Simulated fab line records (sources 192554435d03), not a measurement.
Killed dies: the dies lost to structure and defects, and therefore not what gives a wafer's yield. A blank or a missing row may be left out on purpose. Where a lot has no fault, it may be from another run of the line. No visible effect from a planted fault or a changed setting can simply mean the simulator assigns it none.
2 desks, one fault    flow n5Finfet    each desk has only its own numbers; what lay behind them comes last

## DESK OF THE TOOL OWNER: cmp-03
The tool's own readings at N5_HKMG_FIN_CMP_23 (polishes, stops on SiNx, t overpolish 10 s, target thk 46.326 nm): means of the sampled wafers that have a number, for each lot that ran on this tool. If a lot's mean is further than 4 standard deviations from the usual mean, the lot is out of limits and carries the mark OUT (the distance appears in the brackets).
Columns: A = motorCurrentA at N5_HKMG_FIN_CMP_23, usual 12.6 A; B = overpolishRunS at N5_HKMG_FIN_CMP_23, usual 9.999 s; C = platenRpm at N5_HKMG_FIN_CMP_23, usual 50.287 rpm; D = timeToEndpointS at N5_HKMG_FIN_CMP_23, usual 11.6 s
lot   first seen here  A     B       C                 D
L693  day 5 02:25      13.3  10.007  50.309            11.0
L694  day 5 04:10      12.5  9.990   50.263            11.6
L696  day 5 16:09      12.8  9.990   48.296 (-69) OUT  11.8
L698  day 6 12:10      12.8  9.995   48.253 (-70) OUT  11.7
L708  day 8 17:48      12.1  9.999   50.295            11.1
Finding of this desk: L696, L698 out of limits; the first was L696 at day 5 16:09, on platenRpm at N5_HKMG_FIN_CMP_23. L693, L694, L708: within limits.

## THE METROLOGY DESK
What the gauges read, lot by lot, whatever tool the lot ran on: means of the sampled wafers that have a number. If a lot's mean is further than 4 standard deviations from the usual mean, the lot is out of limits and carries the mark OUT (the distance appears in the brackets). Shown here are 7 of its 10 readings, the ones lying furthest out on some lot.
Columns: A = DIBL_N at N5_BEOL_M4_RC_MEAS_101, usual 36.5 mV/V; B = DIBL_P at N5_BEOL_M4_RC_MEAS_101, usual 36.9 mV/V; C = IOFF_N at N5_BEOL_M4_RC_MEAS_101, usual 0.163 nA/um; D = ION_N at N5_BEOL_M4_RC_MEAS_101, usual 673 uA/um; E = SS_N at N5_BEOL_M4_RC_MEAS_101, usual 71.6 mV/dec; F = SS_P at N5_BEOL_M4_RC_MEAS_101, usual 73.4 mV/dec; G = VT_P at N5_BEOL_M4_RC_MEAS_101, usual -250 mV
lot   first seen here  A     B     C      D    E     F     G
L693  day 8 18:02      36.4  37.8  0.167  676  71.4  73.4  -249
L694  day 8 20:10      36.9  35.7  0.163  672  71.8  72.8  -243
L696  day 9 05:38      37.1  37.2  0.163  677  71.3  74.2  -251
L698  day 9 21:07      36.1  37.5  0.179  676  72.2  73.9  -246
L705  day 11 10:32     37.2  38.0  0.187  688  71.5  74.1  -249
L704  day 11 18:47     37.7  38.5  0.179  677  71.4  73.7  -248
L708  day 12 16:38     38.2  39.5  0.173  675  72.0  73.8  -251
L713  day 13 15:49     37.8  36.2  0.193  674  72.1  74.2  -246
L711  day 13 19:39     33.2  33.4  0.122  668  70.2  72.3  -253
Finding of this desk: none of the 9 lots has anything out of limits.

## BROUGHT TOGETHER
On L696, L698, at day 5 16:09, an alarm was possible from the tool owner's desk.
At the metrology desk, nothing out of limits was observed.
The metrology desk has L696, L698 on record, within its limits.
N5_HKMG_FIN_CMP_23 was run on cmp-03 by each of the lots named.

## WHAT THE SIMULATOR PUT IN
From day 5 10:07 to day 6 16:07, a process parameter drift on cmp-03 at N5_HKMG_FIN_CMP_23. A move of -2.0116 in setting platenRpm, from 50.289. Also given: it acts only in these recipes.
Shown lots that were struck: L696, L698.
How many hours passed from the start of the fault until each desk's first out-of-limits reading: the tool owner's desk, 6.
